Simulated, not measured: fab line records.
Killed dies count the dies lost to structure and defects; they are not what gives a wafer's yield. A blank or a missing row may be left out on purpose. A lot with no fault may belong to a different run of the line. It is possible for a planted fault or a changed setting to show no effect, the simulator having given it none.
Struck lot and sound lot, side by side    flow n5_finfet    29 steps out of a route of 1938
Sound: the wafers L450.3, L450.4, L450.5. Wafers L444.2, L444.5, L444.6 were the ones struck. The cause comes at the end.
At each step with rows: each side's tool, then ch and its chambers, then its first start. Under that, the readings that differ: sound wafers    struck wafers    difference of the means    sigmas: that difference in standard deviations of wafers without a fault.
alike: same words and numbers on both sides, and readings whose means sit less than 2 such deviations apart. not compared: any withheld reading, any reading some wafer has no value for, any bound like >300 that may hide the same value, and any number with overlapping values for which the record gives no deviation.
The two part at a step that has a row with sigmas, a row that says differs or no value, or rows on one side only. Numbers that have no deviation but don't overlap get no sigmas and don't part them. A reading missing from all wafers of one side parts the sides only when that side holds two or more wafers.

first, 10 steps without rows for these wafers: N5_STI_FIN_REVEAL_ALD_00 (deposits SiO2, target thk 1 nm, pulse time 1 s); N5_STI_FIN_REVEAL_ALD_14 (deposits Si3N4, target thk 3 nm); N5_STI_FIN_REVEAL_FCVD_FILL_01 (material SiO2 flowable, target thk 312 nm, time 512.2 s); N5_STI_FIN_REVEAL_DENSIFY_02 (time 1800 s); N5_STI_FIN_REVEAL_CMP_04 (polishes, stops on Si3N4, t overpolish 4 s, target thk 131.83 nm); N5_STI_FIN_REVEAL_DENSIFY_30; N5_STI_FIN_REVEAL_ETCHBACK_08 (etches SiO2 in C4F6/O2, target depth 30.5 nm, time 10.167 s); N5_STI_FIN_REVEAL_STRIP_24 (strips in N2/H2, time 90 s); N5_STI_FIN_REVEAL_PRECLEAN_25 (cleans in SPM, time 90 s); N5_STI_FIN_REVEAL_PRECLEAN_26 (cleans in SC1, time 45 s).
N5_STI_FIN_REVEAL_PRECLEAN_29: cleans in DHF, time 30 s.
  sound on wet_bench-01 ch 3,4,7, day 8 04:46; struck on wet_bench-02 ch 2,3,5, day 6 18:24
  alike: temp_c
then, 14 steps without rows for these wafers: N5_STI_FIN_REVEAL_SRD_12 (time 30 s); N5_STI_FIN_REVEAL_RECESS_09 (chemistry HF/NH3, target SiO2, afs cycles 11, target depth 42.5 nm, sublimation time 60 s); N5_STI_FIN_REVEAL_STRIP_16 (strips SiNx in H3PO4, target depth 23.8 nm); N5_STI_FIN_REVEAL_PRECLEAN_17 (cleans in NF3:NH3, afs cycles 1, time 20 s, sublimation time 60 s); N5_STI_FIN_REVEAL_ETCH_34 (etches Si in H2, material Si, target depth 0.97 nm); N5_STI_FIN_REVEAL_OXIDATION_31 (chemistry O2 PLASMA REMOTE, time 20 s); N5_STI_FIN_REVEAL_PRECLEAN_32 (cleans in NF3:NH3, afs cycles 1, time 20 s, sublimation time 60 s); N5_STI_FIN_REVEAL_STRIP_35 (strips Si3N4 in H3PO4, target depth 4 nm, time 39 s); N5_STI_FIN_REVEAL_SRD_21 (time 30 s); N5_STI_FIN_REVEAL_OXIDATION_33 (chemistry O2 PLASMA REMOTE, time 20 s); N5_STI_FIN_REVEAL_CLEAN_19 (cleans in O3/DIW, time 120 s); N5_STI_FIN_REVEAL_SRD_23 (time 30 s); N5_STI_FIN_REVEAL_PRECLEAN_18 (cleans in SC2, time 45 s); N5_STI_FIN_REVEAL_SRD_28 (time 30 s).
N5_STI_FIN_REVEAL_INSPECT_13: inspects for defects (darkfield).
  struck on defect_inspect-02, day 6 21:14; sound on defect_inspect-01, day 8 07:37
reading           sound     struck       difference  sigmas
raw_defect_count  20 15 18  805 853 834  +813        +99 or more
then, 1 step without rows for these wafers: N5_DUMMY_GATE_PRECLEAN_00 (cleans in O3/DIW, time 60 s).
-- the record jumps here: 6 days lie between the struck wafers' starts before and after (it left off in module DUMMY_GATE and takes up again in module BEOL_M4, whose first step shown is number 1111 of the route) --
N5_BEOL_M4_RC_MEAS_101:
  sound on prober-02 ch 0, day 14 00:53; struck on prober-02 ch 0, day 12 10:18
  alike: DIBL_N, DIBL_P, IOFF_N, IOFF_P, ION_N, ION_P, SS_N, SS_P, VT_N, VT_P
-- here the record skips 4 days between the struck wafers' starts before and after, leaving off in module BEOL_M4 and picking up in module PASSIVATION (first step shown: number 1936 of the route) --
N5_PASSIVATION_PROBE_49:
  only the struck wafers here have rows in the record (prober-02, day 16 16:45); the sound ones have none

## WHERE THEY PART
First at N5_STI_FIN_REVEAL_INSPECT_13; last, within this record, at N5_PASSIVATION_PROBE_49.

WHY: the cause the simulator had injected
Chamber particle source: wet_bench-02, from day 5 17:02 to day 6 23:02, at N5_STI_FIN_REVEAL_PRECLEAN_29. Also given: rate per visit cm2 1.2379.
